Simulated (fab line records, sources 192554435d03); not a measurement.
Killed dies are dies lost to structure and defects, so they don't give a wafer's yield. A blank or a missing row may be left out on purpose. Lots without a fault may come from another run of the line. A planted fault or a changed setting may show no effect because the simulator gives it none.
Split-lot experiment | flow n5_finfet | 7 lots, 39 wafers read, on a route of 1938 steps

THE SPLIT
At N5_SD_EPI_P_ETCH_16 (etches SiO2 in CHF3/O2, target depth 5 nm), the setting target_depth_a was moved away from the recipe's 50 angstrom on 18 of the 39 wafers read, by -8.0% to +12.3%. The other wafers ran this setting at the recipe's value.

The reading is taken at the split's own step.

THE READING
etch.depth_nm (the simulator's own value, which no gauge read), in nm, at N5_SD_EPI_P_ETCH_16 (etches SiO2 in CHF3/O2, target depth 5 nm). The file gives no usual value for it. The 21 wafers here that ran the recipe average 4.988 nm, standard deviation 0.087 nm.

wafer  | tool, chamber at the split | target_depth_a as run, angstrom | against the recipe | etch.depth_nm, nm | against lot-mates on the recipe
L075.1 | rie_diel-05, 2             | 50                              | recipe             | 4.919             | -
L075.2 | rie_diel-05, 3             | 50                              | recipe             | 5.002             | -
L075.4 | rie_diel-05, 0             | 50                              | recipe             | 5.133             | -
L079.1 | rie_diel-01, 1,3           | 51.99                           | +4.0%              | 5.206             | +0.251
L079.2 | rie_diel-01, 1,3           | 51.99                           | +4.0%              | 5.206             | +0.251
L079.3 | rie_diel-01, 0             | 51.99                           | +4.0%              | 5.136             | +0.181
L079.4 | rie_diel-01, 2             | 50                              | recipe             | 4.928             | -
L079.5 | rie_diel-01, 0             | 50                              | recipe             | 4.976             | -
L079.6 | rie_diel-01, 1             | 50                              | recipe             | 4.962             | -
L081.1 | rie_diel-02, 1             | 52.69                           | +5.4%              | 5.252             | +0.206
L081.2 | rie_diel-02, 2             | 50                              | recipe             | 5.01              | -
L081.3 | rie_diel-02, 0             | 50                              | recipe             | 5.124             | -
L081.4 | rie_diel-02, 3             | 52.69                           | +5.4%              | 5.131             | +0.085
L081.5 | rie_diel-02, 2             | 52.69                           | +5.4%              | 5.297             | +0.251
L081.6 | rie_diel-02, 1             | 50                              | recipe             | 5.005             | -
L085.1 | rie_diel-05, 1             | 56.17                           | +12.3%             | 5.496             | +0.502
L085.2 | rie_diel-05, 0             | 50                              | recipe             | 5.051             | -
L085.3 | rie_diel-05, 3             | 56.17                           | +12.3%             | 5.69              | +0.696
L085.4 | rie_diel-05, 2             | 50                              | recipe             | 4.816             | -
L085.5 | rie_diel-05, 0             | 50                              | recipe             | 5.114             | -
L085.6 | rie_diel-05, 3             | 56.17                           | +12.3%             | 5.662             | +0.668
L090.1 | rie_diel-05, 2             | 45.99                           | -8.0%              | 4.466             | -0.458
L090.2 | rie_diel-05, 1             | 45.99                           | -8.0%              | 4.404             | -0.520
L090.3 | rie_diel-05, 3             | 50                              | recipe             | 4.983             | -
L090.4 | rie_diel-05, 0             | 50                              | recipe             | 4.984             | -
L090.5 | rie_diel-05, 0             | 45.99                           | -8.0%              | 4.581             | -0.343
L090.6 | rie_diel-05, 1             | 50                              | recipe             | 4.804             | -
L091.1 | rie_diel-01, 2             | 50                              | recipe             | 4.965             | -
L091.2 | rie_diel-01, 3             | 54.91                           | +9.8%              | 5.533             | +0.499
L091.3 | rie_diel-01, 0             | 50                              | recipe             | 5.054             | -
L091.4 | rie_diel-01, 1             | 54.91                           | +9.8%              | 5.523             | +0.489
L091.5 | rie_diel-01, 0             | 54.91                           | +9.8%              | 5.519             | +0.485
L091.6 | rie_diel-01, 3             | 50                              | recipe             | 5.082             | -
L097.1 | rie_diel-01, 3             | 47.6                            | -4.8%              | 4.77              | -0.173
L097.2 | rie_diel-01, 2             | 50                              | recipe             | 4.893             | -
L097.3 | rie_diel-01, 1             | 47.6                            | -4.8%              | 4.699             | -0.244
L097.4 | rie_diel-01, 0             | 50                              | recipe             | 4.988             | -
L097.5 | rie_diel-01, 0             | 50                              | recipe             | 4.947             | -
L097.6 | rie_diel-01, 3             | 47.6                            | -4.8%              | 4.709             | -0.234
Where a row lists several chambers, the file gives one row for several wafers and doesn't say which wafer went through which chamber.

THE FIT
A straight line over all 39 wafers: etch.depth_nm changes by +0.0542 nm for each +1% of target_depth_a; r = +0.96; the points scatter about the line by 0.08 nm.
The same after taking each lot's own level away (the mean of its wafers on the recipe; 39 wafers): +0.05 nm for each +1%; r = +0.96; scatter 0.075 nm.
On that fit, the largest move of target_depth_a shifts the reading by 0.62 nm.
The lots' own levels span 4.9237 to 5.0463 nm, that is 1.4 times the standard deviation above.
So the lot-to-lot level changes the slope little: the two slopes agree.
Check: with one of the wafers moved furthest among these (+12.3%) left out of the fit, the line predicts +0.629 nm for it against its lot-mates. It came out at +0.502 nm against them.

OTHER SPLITS ON THESE WAFERS
These wafers also went through other splits before the reading. Each is held against what the fit with the lots' levels taken away leaves over:
other split on the same wafers        | wafers away from the commonest value | r with etch.depth_nm (lot level and that fit taken away)
N5_PMOS_HMC_CHANNEL_EPI_EPI_20 temp_c | 9                                    | +0.13
N5_DUMMY_GATE_ETCH_32 time_s          | 15                                   | +0.01

THE FILE'S OWN FIT
etch.depth_nm changes by +0.0498 nm for each +1% of target_depth_a, r = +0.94.
